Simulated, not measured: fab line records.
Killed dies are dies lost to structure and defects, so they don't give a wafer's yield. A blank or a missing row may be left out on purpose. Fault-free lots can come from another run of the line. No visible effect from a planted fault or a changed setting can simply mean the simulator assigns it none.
fab line records	flow n5-finfet
[record] lots = 12	wafers = 33	last-day = 17
route steps=1938 shown BEOL_M2@920 MIM_TOP_ETCH@1852 MIM_BOT_ETCH@1867 PASSIVATION@1936
lots with no fault: from the same line, run without faults
start-h: start of the lot's first displayed wafer, in hours after the record's first day	wait-h: how many hours have passed since the lot's step before this one	" unchanged from the row above	L1.1+2: several wafers, shown together as one row	- value missing, or start not given	* or withheld: withheld	< > ~ a bound
route shown NAME@n: NAME is a module with steps in the file, n the number in the route of the first one	usual: mean/standard deviation taken from wafers without a fault	same: alike in all rows	chamber/n: place in a boat	sites: each site's reading	_std_site: standard deviation across them	_edge_site: outer sites' mean less inner sites'	radius-mm: how far each site lies from the wafer's centre	mask NAME#n: copy n	behind: the most recent tool/chamber to have shaped the wafer	hold: the reason the lot was held/the length of the hold in hours/how it ended	device: whichever transistor did not switch (one of n, p or np)	end of line: at the end of the route, the tests of the same wafers	step lacking rows: just its recipe	killed: at the first sort, the dies lost to defects and structure; wafer yield is something else	map: per-die view of a wafer (x killed, . not killed, _ where there is no die)
set.NAME: setting as actually run; set.NAME@STEP: the setting as run at that earlier step	model.NAME: the simulator's own value behind a step, which no gauge read
a sample of lots followed through the steps of the route, with each step as a table and each wafer as a row
services: a tool's chamber out of use, with start hour (start-h, from the record's first day; less than 0 if before it), hours out, and reason
[[steps]]
[step N5_BEOL_M2_SPUTTER_96]
[recipe] material = Cu	target-thk-a = 45	temp-c = -20	chamber-pressure-pa = 0.07	power-w = withheld	time-s = 8.29
[usual] throttle-valve-pct = 29.6/0.86
lot.wafer	tool	chamber	start-h	wait-h	throttle-valve-pct
L520.1	pvd-sputter-02	-	172.93	0.1	29.0
L520.5	"	-	"	"	30.7
L519.4	pvd-sputter-01	-	173.14	0.1	29.6
L519.5	"	-	"	"	27.4
L519.6	"	-	"	"	30.0
L521.2	pvd-sputter-03	-	176.75	0.1	30.3
L521.3	"	-	"	"	29.7
L521.6	"	-	"	"	30.7
L522.1	pvd-sputter-02	-	184.26	0.1	30.3
L522.4	"	-	"	"	29.5
L522.5	"	-	"	"	29.6
L524.1	pvd-sputter-01	-	201.13	0.1	29.4
L524.3	"	-	"	"	29.6
L524.4	"	-	"	"	27.6
L525.1	pvd-sputter-03	-	206.58	0.1	29.0
L525.2	"	-	"	"	30.3
L525.4	"	-	"	"	29.4
L528.1	pvd-sputter-03	-	226.29	0.1	30.0
L528.5	"	-	"	"	29.7
L528.6	"	-	"	"	30.4
L530.2	pvd-sputter-03	-	238.44	0.1	30.2
L530.5	"	-	"	"	30.5
L530.6	"	-	"	"	29.7
L533.2	pvd-sputter-03	-	253.25	0.1	28.8
L533.4	"	-	"	"	30.6
L533.5	"	-	"	"	29.0
L535.2	pvd-sputter-01	-	264.54	0.1	29.7
L535.3	"	-	"	"	29.5
L536.2	pvd-sputter-01	-	276.33	0.1	27.4
L536.4	"	-	"	"	29.7
L536.5	"	-	"	"	27.3
L538.4	pvd-sputter-02	-	280.91	0.1	30.5
L538.6	"	-	"	"	30.9
[step N5_MIM_TOP_ETCH_STRIP_01]
[recipe] chemistry = O2	power-w = 600	temp-c = 60	pressure-mtorr = 30	rf-frequency-hz = 6e+07	bias-power-w = 0	overash-fraction = 0.5	o2-flow-sccm = 225
[usual] drypump-motor-current-A = 5.9/0.6	oes-product-au = 0.76/0.059	rf-vpp-V = 3.7/1.5	showerhead-plenum-p-Torr = 2.08/0.06	temp-c = 59.99/0.11	throttle-valve-pct = 16.66/0.2
[same] overash-fraction = 0.5
lot.wafer	tool	chamber	start-h	wait-h	drypump-motor-current-A	oes-product-au	rf-hours-counter-h	rf-vpp-V	showerhead-plenum-p-Torr	temp-c	throttle-valve-pct
L520.1	rie-diel-01	0	284.84	0.3	5.1	0.85	71	3.2	2.05	60.20	16.44
L520.5	"	0	"	"	5.1	0.86	-	0.9	2.05	60.15	16.43
L519.4	rie-diel-04	3	291.37	0.1	6.6	0.78	169	3.5	2.02	59.87	16.57
L519.5	"	3	"	"	6.6	0.78	-	4.8	2.02	60.04	16.61
L519.6	"	2	"	"	5.8	0.72	-	4.2	2.01	60.02	16.69
L521.2	rie-diel-01	3	293.86	0.1	6.3	0.71	216	3.0	2.09	59.91	16.56
L521.3	"	0	"	"	5.1	0.85	74	3.8	2.05	59.98	16.44
L521.6	"	2	"	"	6.8	0.75	-	4.9	2.01	60.08	16.42
L522.1	rie-diel-01	3	295.98	0.2	6.3	0.71	216	3.1	2.09	59.97	16.59
L522.4	"	1	"	"	6.4	0.83	80	1.4	2.12	60.08	16.81
L522.5	"	3	"	"	6.3	0.72	-	2.9	2.09	59.89	16.60
L524.1	rie-diel-02	2	319.79	0.1	6.2	0.85	58	5.0	2.21	59.93	16.50
L524.3	"	1	"	"	5.4	0.71	200	2.3	2.05	60.11	16.53
L524.4	"	0	"	"	5.6	0.86	34	4.7	2.13	59.90	16.62
L525.1	rie-diel-02	0	320.51	0.1	5.6	0.87	34	3.8	2.13	59.92	16.59
L525.2	"	3	"	"	5.9	0.66	217	8.0	2.09	60.00	17.21
L525.4	"	2	"	"	6.2	0.82	58	1.7	2.21	59.99	16.51
L528.1	rie-diel-04	3	339.82	0.1	6.6	0.78	187	3.9	2.01	60.07	16.58
L528.5	"	3	"	"	6.6	0.79	-	3.4	2.01	59.98	16.60
L528.6	"	1	"	"	5.0	0.80	-	2.7	2.15	60.08	16.84
L530.2	rie-diel-04	1	347.84	0.2	5.0	0.79	86	4.8	2.15	59.96	16.83
L530.5	"	1	"	"	5.0	0.81	-	3.6	2.15	59.87	16.87
L530.6	"	2	"	"	5.7	0.72	-	8.0	2.00	59.93	16.69
L533.2	rie-diel-04	2	363.31	0.1	5.7	0.68	221	2.8	2.00	59.98	16.71
L533.4	"	0	"	"	6.1	0.70	230	3.6	2.14	60.05	16.80
L533.5	"	2	"	"	5.7	0.70	-	2.2	2.00	60.03	16.76
L535.2	rie-diel-04	3	368.10	0.1	6.7	0.74	195	1.3	2.01	60.08	16.57
L535.3	"	0	"	"	6.1	0.69	231	5.7	2.14	59.96	16.81
L536.2	rie-diel-01	1	380.12	0.1	6.4	0.81	104	3.5	2.11	59.99	16.83
L536.4	"	0	"	"	5.1	0.82	98	4.8	2.04	60.03	16.48
L536.5	"	3	"	"	6.2	0.68	-	0.8	2.08	59.90	16.63
L538.4	rie-diel-04	2	398.32	0.1	5.7	0.69	229	5.5	2.00	60.24	16.72
L538.6	"	1	"	"	5.1	0.78	-	3.1	2.15	59.94	16.89
[step N5_MIM_TOP_ETCH_PECVD_03]
[recipe] material = SiNx	target-thk-a = 200	temp-c = 400	precursor = SiH4/NH3/N2	pressure-torr = 1.5	rf-w = 300	time-s = 17.6
[usual] heater-power-w = 729/56	showerhead-plenum-p-Torr = 5.20/0.052	throttle-valve-pct = 39.3/1.7
lot.wafer	tool	chamber	start-h	wait-h	heater-power-w	showerhead-plenum-p-Torr	since-wet-clean-h	throttle-valve-pct
L520.1	pecvd-01	2	284.90	-	740	5.23	416	38.0
L520.5	"	2	"	"	763	5.23	-	38.3
L519.4	pecvd-02	1	291.45	-	753	5.14	-	42.3
L519.5	"	0	"	"	807	5.26	-	37.7
L519.6	"	2	"	"	643	5.26	-	39.1
L521.2	pecvd-01	0	293.93	-	749	5.16	1179	39.4
L521.3	"	2	"	"	750	5.22	425	38.1
L521.6	"	2	"	"	622	5.24	-	38.5
L522.1	pecvd-01	1	296.05	-	740	5.12	1906	38.8
L522.4	"	1	"	"	740	5.13	-	38.5
L522.5	"	0	"	"	757	5.15	-	39.6
L524.1	pecvd-01	0	319.85	-	800	5.16	1205	39.3
L524.3	"	1	"	"	690	5.11	1930	38.6
L524.4	"	1	"	"	691	5.13	-	38.6
L525.1	pecvd-01	1	320.58	-	664	5.11	1931	38.9
L525.2	"	0	"	"	803	5.17	1206	39.7
L525.4	"	2	"	"	706	5.22	-	38.3
L528.1	pecvd-02	1	339.88	-	751	5.14	1769	41.8
L528.5	"	2	"	"	695	5.26	-	39.2
L528.6	"	0	"	"	778	5.25	-	38.3
L530.2	pecvd-02	0	347.90	-	785	5.27	621	38.2
L530.5	"	0	"	"	788	5.25	-	38.3
L530.6	"	1	"	"	759	5.13	-	42.1
L533.2	pecvd-01	0	363.37	-	733	5.16	1249	39.5
L533.4	"	0	"	"	735	5.16	-	39.4
L533.5	"	1	"	"	665	5.13	-	38.8
L535.2	pecvd-02	0	368.17	-	677	5.25	641	38.3
L535.3	"	2	"	"	693	5.26	-	39.3
L536.2	pecvd-03	1	380.19	-	770	5.17	1628	41.4
L536.4	"	0	"	"	707	5.24	-	42.1
L536.5	"	1	"	"	775	5.16	-	41.4
L538.4	pecvd-02	0	398.40	-	750	5.23	-	38.3
L538.6	"	1	"	"	732	5.13	-	42.3
[step N5_MIM_BOT_ETCH_ETCH_03]
[recipe] chemistry = Cl2/BCl3	target-depth-a = 120	pressure-mtorr = 8	icp-w = 800	bias-w = 100	Cl2_flow_sccm = 20	bcl3-flow-sccm = 80
[usual] drypump-motor-current-A = 5.86/0.2	oes-product-au = 0.79/0.038	throttle-valve-pct = 27.8/0.49
lot.wafer	tool	chamber	start-h	wait-h	drypump-motor-current-A	oes-product-au	rf-hours-counter-h	throttle-valve-pct
L520.1	rie-metal-03	0	285.69	0.1	5.80	0.76	63	27.5
L520.5	"	0	"	"	5.81	0.77	-	27.4
L519.4	rie-metal-02	1	292.18	0.1	5.87	0.83	-	28.5
L519.5	"	0	"	"	6.03	0.83	-	27.5
L519.6	"	1	"	"	5.86	0.81	-	28.5
L521.2	rie-metal-03	0	294.53	0.1	5.79	0.78	64	27.5
L521.3	"	0	"	"	5.79	0.77	-	27.4
L521.6	"	0	"	"	5.77	0.77	-	27.4
L522.1	rie-metal-01	0	296.77	0.1	5.99	0.75	47	27.2
L522.4	"	0	"	"	5.99	0.74	-	27.3
L522.5	"	0	"	"	5.95	0.74	-	27.2
L524.1	rie-metal-02	0	320.71	0.1	6.05	0.83	21	27.5
L524.3	"	0	"	"	6.00	0.83	-	27.5
L524.4	"	1	"	"	5.85	0.82	-	28.6
L525.1	rie-metal-02	0	321.20	0.1	6.02	0.82	21	27.5
L525.2	"	1	"	"	5.88	0.81	44	28.6
L525.4	"	0	"	"	6.02	0.82	-	27.5
L528.1	rie-metal-02	0	340.62	0.1	6.00	0.81	23	27.5
L528.5	"	0	"	"	5.99	0.81	-	27.5
L528.6	"	1	"	"	5.87	0.81	-	28.5
L530.2	rie-metal-01	0	348.63	0.1	5.96	0.73	52	27.2
L530.5	"	1	"	"	5.23	0.70	-	27.7
L530.6	"	0	"	"	5.96	0.74	-	27.3
L533.2	rie-metal-01	1	363.97	0.1	5.23	0.70	72	27.7
L533.4	"	0	"	"	5.92	0.73	-	27.3
L533.5	"	1	"	"	5.23	0.69	-	27.7
L535.2	rie-metal-02	0	368.79	0.1	6.02	0.80	26	27.5
L535.3	"	0	"	"	6.05	0.80	-	27.5
L536.2	rie-metal-02	1	380.79	0.1	5.89	0.79	50	28.6
L536.4	"	0	"	"	6.02	0.81	-	27.5
L536.5	"	0	"	"	6.01	0.79	-	27.5
L538.4	rie-metal-03	0	399.17	0.1	5.77	0.76	-	27.5
L538.6	"	0	"	"	5.78	0.75	-	27.5
[step N5_PASSIVATION_PROBE_49]
[usual] defect-limited-yield = 91.3/1.4	killed_at_M0_to_M3 = 32/9.5	killed_at_M4_up = 14/5.2	killed-at-contacts = 13/5.7	killed-at-front-end = 41/12	killed-at-other = 3.5/2.6	killed-dies = 103/17	killed-on-rim = 14/4	killed-open = 68/14	killed-short = 32/7	sort_bin_4_leakage = 0.01/0.051	sort_bin_5_function = 5.0/0.91	sort_bin_6_memory = 3.3/0.7	sort_bin_8_speed = 0.03/0.22	sort-n-pass = 1076/17	sort-yield-pct = 91.2/1.4
[same] gross-dies = 1180	killed-at-back-side = 0
lot.wafer	tool	chamber	start-h	wait-h	defect-limited-yield[%]	killed_at_M0_to_M3	killed_at_M4_up	killed-at-contacts	killed-at-front-end	killed-at-other	killed-dies	killed-on-rim	killed-open	killed-short	sort_bin_4_leakage[%]	sort_bin_5_function[%]	sort_bin_6_memory[%]	sort_bin_8_speed[%]	sort-n-pass	sort-yield-pct[%]
L528.1	prober-01	-	355.51	0.0	83.6	129	8	4	50	2	193	32	48	30	0	8.3	3.7	0	987	83.6
L528.5	prober-01	-	355.71	0.2	83.0	144	13	4	38	2	201	45	49	31	0	9.2	4.2	0	979	83.0
L528.6	prober-01	-	355.76	0.3	84.2	132	6	11	36	1	186	27	42	27	0	8.6	2.8	0	994	84.2
L530.2	prober-01	-	358.78	0.1	81.1	175	11	16	20	1	223	8	48	24	0	10.9	3.6	0	957	81.1
L530.5	prober-01	-	358.93	0.2	80.3	175	16	12	29	0	232	8	56	27	0	11.8	3.7	0	948	80.3
L530.6	prober-01	-	358.98	0.3	84.4	122	17	13	31	1	184	30	50	29	0	8.9	3.1	0	996	84.4
L533.2	prober-01	-	373.24	0.1	80.6	164	8	6	45	6	229	10	59	30	0	12.5	3.6	0	951	80.6
L533.4	prober-01	-	373.34	0.2	81.3	164	10	4	41	2	221	31	70	33	0	9.7	4.8	0	959	81.3
L533.5	prober-01	-	373.39	0.2	80.9	172	7	16	29	1	225	8	53	26	0	11.1	4.7	0	955	80.9
// killed by level:class
L528.1 BEOL_M2:unspecified=106 FIN_SAQP:geometric-particle:short=11 FIN_SAQP:geometric-particle:open=8 HKMG_FIN:area-etch=8 STI_FIN_REVEAL:geometric-particle:open=7 BEOL_M0_SAQP:geometric-particle:open=6 DUMMY_GATE:geometric-particle:open=5 BEOL_M0_SAQP:geometric-particle:short=4
L528.5 BEOL_M2:unspecified=108 HKMG_FIN:area-etch=12 BEOL_M2:geometric-particle:open=9 BEOL_M3:geometric-particle:open=8 BEOL_M0_SAQP:geometric-particle:open=6 BEOL_M4:geometric-particle:open=5 BEOL_M0_SAQP:geometric-particle:short=4 FIN_SAQP:geometric-particle:short=4
L528.6 BEOL_M2:unspecified=114 FIN_SAQP:geometric-particle:short=12 FIN_SAQP:geometric-particle:open=10 MOL_CONTACT_COAG:geometric-particle:open=8 DUMMY_GATE:geometric-particle:open=5 BEOL_M2:geometric-particle:open=4 GATE_CUT:geometric-particle:short=3 MOL_CONTACT_COAG:geometric-particle:short=3
L530.2 BEOL_M2:unspecified=151 MOL_CONTACT_COAG:geometric-particle:open=13 BEOL_M4:geometric-particle:open=5 BEOL_M1:geometric-particle:open=5 BEOL_M3:geometric-particle:open=5 FIN_SAQP:geometric-particle:short=4 FIN_SAQP:geometric-particle:open=3 ILD0:geometric-particle:open=3
L530.5 BEOL_M2:unspecified=147 MOL_CONTACT_COAG:geometric-particle:open=11 BEOL_M3:geometric-particle:open=7 FIN_SAQP:geometric-particle:open=6 BEOL_M0_SAQP:geometric-particle:open=6 BEOL_M4:geometric-particle:short=6 BEOL_M0_SAQP:geometric-particle:short=5 DUMMY_GATE:geometric-particle:open=4
L530.6 BEOL_M2:unspecified=105 MOL_CONTACT_COAG:geometric-particle:open=11 BEOL_M0_SAQP:geometric-particle:short=6 BEOL_M4:geometric-particle:short=6 FIN_SAQP:geometric-particle:open=4 STI_FIN_REVEAL:geometric-particle:open=4 DUMMY_GATE:geometric-particle:short=4 FIN_SAQP:geometric-particle:short=3
L533.2 BEOL_M2:unspecified=139 FIN_SAQP:geometric-particle:open=18 FIN_SAQP:geometric-particle:short=10 STI_FIN_REVEAL:geometric-particle:open=8 BEOL_M0_SAQP:geometric-particle:open=7 BEOL_M0_SAQP:geometric-particle:short=6 MOL_CONTACT_COAG:geometric-particle:open=5 BEOL_M1:geometric-particle:open=4
L533.4 BEOL_M2:unspecified=115 BEOL_M0_SAQP:geometric-particle:open=12 FIN_SAQP:geometric-particle:open=10 BEOL_M3:geometric-particle:open=7 BEOL_M0_SAQP:geometric-particle:short=7 STARTING-WAFER:geometric-particle:short=7 STI_FIN_REVEAL:geometric-particle:open=6 BEOL_M1:geometric-particle:open=6
L533.5 BEOL_M2:unspecified=145 MOL_CONTACT_COAG:geometric-particle:open=12 DUMMY_GATE:geometric-particle:open=9 BEOL_M3:geometric-particle:open=9 BEOL_M0_SAQP:geometric-particle:short=7 FIN_SAQP:geometric-particle:short=5 FIN_SAQP:geometric-particle:open=5 BEOL_M0:geometric-particle:open=5
[[services]]
tool	chamber	start-h	hours	kind
rie-diel-02	1	156.55	15.9	repair
rie-metal-03	-	160.87	28.1	pm
rie-diel-01	3	165.35	3.0	repair
pecvd-03	-	205.77	3.3	repair
rie-diel-01	2	220.07	16.1	repair
rie-metal-01	-	225.67	1.5	repair
pecvd-01	-	227.49	1.4	repair
pecvd-02	2	262.76	15.1	repair
rie-diel-02	0	264.59	16.2	repair
pecvd-02	-	268.90	14.6	pm
rie-diel-02	-	271.50	14.6	pm
rie-metal-01	-	281.69	1.1	repair
pvd-sputter-02	-	303.66	4.3	repair
rie-diel-04	1	310.45	4.1	repair
rie-metal-03	0	323.04	36.5	repair
pvd-sputter-03	-	332.51	3.0	repair
pecvd-02	1	333.32	4.9	repair
pvd-sputter-02	-	342.91	6.3	repair
rie-metal-02	-	355.62	2.8	pm
pecvd-02	1	360.59	10.1	repair
rie-diel-04	0	360.64	2.0	repair
rie-diel-02	0	361.79	5.2	repair
rie-diel-04	-	377.92	2.8	pm
pvd-sputter-03	-	385.71	1.1	repair
[[key]]
[first-sign] step = N5_PASSIVATION_PROBE_49	reading = killed_at_M0_to_M3	direction = up	sigmas = 13	usual = 32	struck = 153
[effect] step = N5_PASSIVATION_PROBE_49	reading = defect-limited-yield	direction = down	sigmas = 6.4	usual = 91.3	struck = 82.2
[more-kills-born-at] N5_BEOL_M2_SPUTTER_96@pvd-sputter-03 = 1130
met-at N5_BEOL_M2_SPUTTER_96
struck-lots L528,L530,L533
[baseline-loss] step = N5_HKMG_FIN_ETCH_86	wafers = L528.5
not-acting-at N5_MIM_TOP_ETCH_STRIP_01,N5_MIM_TOP_ETCH_PECVD_03,N5_MIM_BOT_ETCH_ETCH_03
onset-between 206.58 226.29
[fault] kind = chamber-particle-source	tool = pvd-sputter-03	chamber = -	onset-h = 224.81	steps = N5_BEOL_M2_SPUTTER_96	rate-per-visit-cm2 = 1.648	end-h = 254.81
// baseline-loss: these wafers lose ten dies or more at that step, a loss of the line's own and not of a fault; the sort's usual values leave them out
